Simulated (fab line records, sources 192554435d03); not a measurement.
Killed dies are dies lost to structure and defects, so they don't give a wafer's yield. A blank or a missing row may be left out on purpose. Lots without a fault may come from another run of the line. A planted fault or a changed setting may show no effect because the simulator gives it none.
Which tool did it? | flow n5_finfet | 24 lots, 72 wafers sampled, at 4 steps of a route of 1938

WHAT THE GAUGES READ, wafer by wafer
N5_MOL_CONTACT_COAG_OVL_MEAS_85. Usual: VG_OVL 0.3 nm, standard deviation 0.68.
lot  | measured     | on         | VG_OVL (nm)    | flag
L074 | day 5 03:59  | overlay-02 | 0.4 0.1 1.0    |
L076 | day 5 11:12  | overlay-02 | 0.0 -0.1 0.9   |
L075 | day 5 15:05  | overlay-01 | -1.1 -0.9 0.8  |
L077 | day 6 00:31  | overlay-01 | 0.2 0.1 -0.3   |
L078 | day 6 16:33  | overlay-01 | -0.3 -1.0 0.2  |
L079 | day 6 18:11  | overlay-02 | 0.3 0.8 1.3    |
L080 | day 6 21:08  | overlay-02 | 0.1 0.0 -0.6   |
L081 | day 6 23:40  | overlay-02 | 0.7 0.3 0.7    |
L082 | day 7 00:02  | overlay-02 | 0.8 1.2 0.7    |
L083 | day 7 07:05  | overlay-01 | -0.3 0.5 0.9   |
L084 | day 7 15:28  | overlay-01 | 0.4 0.5 0.2    |
L085 | day 7 18:07  | overlay-02 | 0.6 1.4 1.2    |
L086 | day 8 12:22  | overlay-01 | 1.2 0.5 0.4    |
L087 | day 8 13:08  | overlay-01 | 1.6 0.8 0.3    |
L088 | day 8 17:40  | overlay-02 | 0.4 0.8 0.2    |
L089 | day 8 20:33  | overlay-02 | 1.1 1.2 1.8    |
L090 | day 9 03:07  | overlay-02 | -0.5 -0.7 0.8  |
L091 | day 9 07:02  | overlay-02 | 0.9 1.3 0.3    |
L092 | day 9 11:43  | overlay-01 | -0.1 0.4 -0.6  |
L093 | day 9 23:19  | overlay-02 | -0.7 0.7 -0.1  |
L094 | day 10 03:46 | overlay-02 | -1.0 -0.3 -0.4 |
L095 | day 10 09:43 | overlay-01 | -0.6 0.3 0.3   |
L096 | day 10 20:28 | overlay-02 | 0.2 -0.4 -0.5  |
L097 | day 10 22:22 | overlay-01 | 0.8 -0.3 0.8   |

N5_MOL_CONTACT_COAG_INSPECT_57: inspects for defects (brightfield). Usual: raw_defect_count 220, standard deviation 66.
lot  | measured     | on                | raw_defect_count | flag
L074 | day 5 04:02  | defect_inspect-01 | 104 126 105      |
L076 | day 5 11:15  | defect_inspect-01 | 330 199 316      |
L075 | day 5 15:07  | defect_inspect-02 | 133 149 306      |
L077 | day 6 00:33  | defect_inspect-01 | 134 175 180      |
L078 | day 6 16:37  | defect_inspect-01 | 136 244 182      |
L079 | day 6 18:14  | defect_inspect-01 | 202 210 188      |
L080 | day 6 21:11  | defect_inspect-02 | 287 185 299      |
L081 | day 6 23:43  | defect_inspect-02 | 195 186 150      |
L082 | day 7 00:05  | defect_inspect-02 | 324 217 253      |
L083 | day 7 07:08  | defect_inspect-01 | 211 220 234      |
L084 | day 7 15:31  | defect_inspect-01 | 187 257 273      |
L085 | day 7 18:10  | defect_inspect-01 | 181 214 270      |
L086 | day 8 12:24  | defect_inspect-01 | 209 150 152      |
L087 | day 8 13:12  | defect_inspect-01 | 303 284 238      |
L088 | day 8 17:44  | defect_inspect-02 | 190 159 179      |
L089 | day 8 20:35  | defect_inspect-01 | 301 141 244      |
L090 | day 9 03:11  | defect_inspect-01 | 252 295 342      |
L091 | day 9 07:05  | defect_inspect-01 | 253 282 257      |
L092 | day 9 11:46  | defect_inspect-01 | 391 290 250      |
L093 | day 9 23:22  | defect_inspect-02 | 337 357 282      |
L094 | day 10 03:49 | defect_inspect-01 | 124 177 158      |
L095 | day 10 09:47 | defect_inspect-02 | 227 224 219      |
L096 | day 10 20:31 | defect_inspect-01 | 260 216 183      |
L097 | day 10 22:25 | defect_inspect-01 | 179 207 189      |

WHICH TOOL RAN EACH LOT (tool, then ch and the chambers of the sampled wafers, then the start)
lot  | N5_MOL_CONTACT_COAG_TI_SIL_19 | N5_MOL_CONTACT_COAG_PRE_CLEAN_141
L074 | pvd_sputter-01, day 4 19:11   | pvd_sputter-03, day 4 20:44
L076 | pvd_sputter-01, day 5 03:09   | pvd_sputter-01, day 5 04:23
L075 | pvd_sputter-01, day 5 06:17   | pvd_sputter-01, day 5 07:11
L077 | pvd_sputter-02, day 5 13:43   | pvd_sputter-01, day 5 16:26
L078 | pvd_sputter-02, day 6 08:33   | pvd_sputter-01, day 6 10:27
L079 | pvd_sputter-01, day 6 09:39   | pvd_sputter-02, day 6 10:51
L080 | pvd_sputter-03, day 6 11:57   | pvd_sputter-01, day 6 14:32
L081 | pvd_sputter-01, day 6 14:12   | pvd_sputter-03, day 6 15:31
L082 | pvd_sputter-03, day 6 14:49   | pvd_sputter-02, day 6 16:46
L083 | pvd_sputter-02, day 6 22:59   | pvd_sputter-02, day 6 23:41
L084 | pvd_sputter-03, day 7 07:22   | pvd_sputter-03, day 7 08:36
L085 | pvd_sputter-01, day 7 08:47   | pvd_sputter-02, day 7 11:28
L086 | pvd_sputter-03, day 8 03:00   | pvd_sputter-03, day 8 04:04
L087 | pvd_sputter-02, day 8 03:59   | pvd_sputter-03, day 8 05:01
L088 | pvd_sputter-02, day 8 07:44   | pvd_sputter-02, day 8 08:52
L089 | pvd_sputter-01, day 8 11:10   | pvd_sputter-01, day 8 12:46
L090 | pvd_sputter-02, day 8 19:01   | pvd_sputter-01, day 8 19:49
L091 | pvd_sputter-02, day 8 23:27   | pvd_sputter-02, day 9 00:29
L092 | pvd_sputter-03, day 9 03:59   | pvd_sputter-03, day 9 05:17
L093 | pvd_sputter-02, day 9 12:38   | pvd_sputter-02, day 9 14:34
L094 | pvd_sputter-01, day 9 19:01   | pvd_sputter-01, day 9 20:22
L095 | pvd_sputter-03, day 9 23:05   | pvd_sputter-03, day 10 01:03
L096 | pvd_sputter-02, day 10 10:56  | pvd_sputter-02, day 10 12:23
L097 | pvd_sputter-03, day 10 14:07  | pvd_sputter-02, day 10 16:31
- N5_MOL_CONTACT_COAG_TI_SIL_19: material Ti, target thk 4.2 nm, time 15 s.
- N5_MOL_CONTACT_COAG_PRE_CLEAN_141: time 60 s.

WHAT THE TOOLS THEMSELVES READ (means of the sampled wafers that have a number; where no wafer has one, the mark that the record gives instead)
N5_MOL_CONTACT_COAG_TI_SIL_19. Usual: throttle_valve_pct 30.4 %, standard deviation 1.2.
lot  | tool           | throttle_valve_pct (%) | flag
L074 | pvd_sputter-01 | 30.0                   |
L076 | pvd_sputter-01 | 30.9                   |
L075 | pvd_sputter-01 | 30.1                   |
L077 | pvd_sputter-02 | 30.3                   |
L078 | pvd_sputter-02 | 30.2                   |
L079 | pvd_sputter-01 | 29.9                   |
L080 | pvd_sputter-03 | 31.6                   |
L081 | pvd_sputter-01 | 29.7                   |
L082 | pvd_sputter-03 | 31.5                   |
L083 | pvd_sputter-02 | 31.1                   |
L084 | pvd_sputter-03 | 29.3                   |
L085 | pvd_sputter-01 | 30.8                   |
L086 | pvd_sputter-03 | 31.6                   |
L087 | pvd_sputter-02 | 31.0                   |
L088 | pvd_sputter-02 | 30.9                   |
L089 | pvd_sputter-01 | 29.6                   |
L090 | pvd_sputter-02 | 30.8                   |
L091 | pvd_sputter-02 | 31.0                   |
L092 | pvd_sputter-03 | 30.2                   |
L093 | pvd_sputter-02 | 31.0                   |
L094 | pvd_sputter-01 | 29.6                   |
L095 | pvd_sputter-03 | 29.8                   |
L096 | pvd_sputter-02 | 30.9                   |
L097 | pvd_sputter-03 | 30.6                   |

N5_MOL_CONTACT_COAG_PRE_CLEAN_141. Usual: heater_power_w 453 W, standard deviation 49.
lot  | tool           | heater_power_w (W) | flag
L074 | pvd_sputter-03 | 475                |
L076 | pvd_sputter-01 | 467                |
L075 | pvd_sputter-01 | 429                |
L077 | pvd_sputter-01 | 427                |
L078 | pvd_sputter-01 | 424                |
L079 | pvd_sputter-02 | 470                |
L080 | pvd_sputter-01 | 471                |
L081 | pvd_sputter-03 | 482                |
L082 | pvd_sputter-02 | 428                |
L083 | pvd_sputter-02 | 433                |
L084 | pvd_sputter-03 | 474                |
L085 | pvd_sputter-02 | 468                |
L086 | pvd_sputter-03 | 489                |
L087 | pvd_sputter-03 | 447                |
L088 | pvd_sputter-02 | 477                |
L089 | pvd_sputter-01 | 463                |
L090 | pvd_sputter-01 | 433                |
L091 | pvd_sputter-02 | 427                |
L092 | pvd_sputter-03 | 483                |
L093 | pvd_sputter-02 | 478                |
L094 | pvd_sputter-01 | 430                |
L095 | pvd_sputter-03 | 474                |
L096 | pvd_sputter-02 | 434                |
L097 | pvd_sputter-02 | 493                |

THE ANSWER, worked out from the rows above alone
Rule: a lot is off if the mean of its wafers that have a number lies more than 3 standard deviations from the usual mean. A lot without any number at a reading at which 4 lots or more have one is off too. The other lots that the step has rows for count as sound. The gauges are gone through in route order, then the tools' own readings, and for those a lot's mean is taken as printed above. The first step at which some lot is off is used, and at that step the reading that is off furthest; a lot without a number counts as furthest.
No lot is off at any reading shown: from this, nothing can be told.

WHAT THE SIMULATOR HAD PUT IN
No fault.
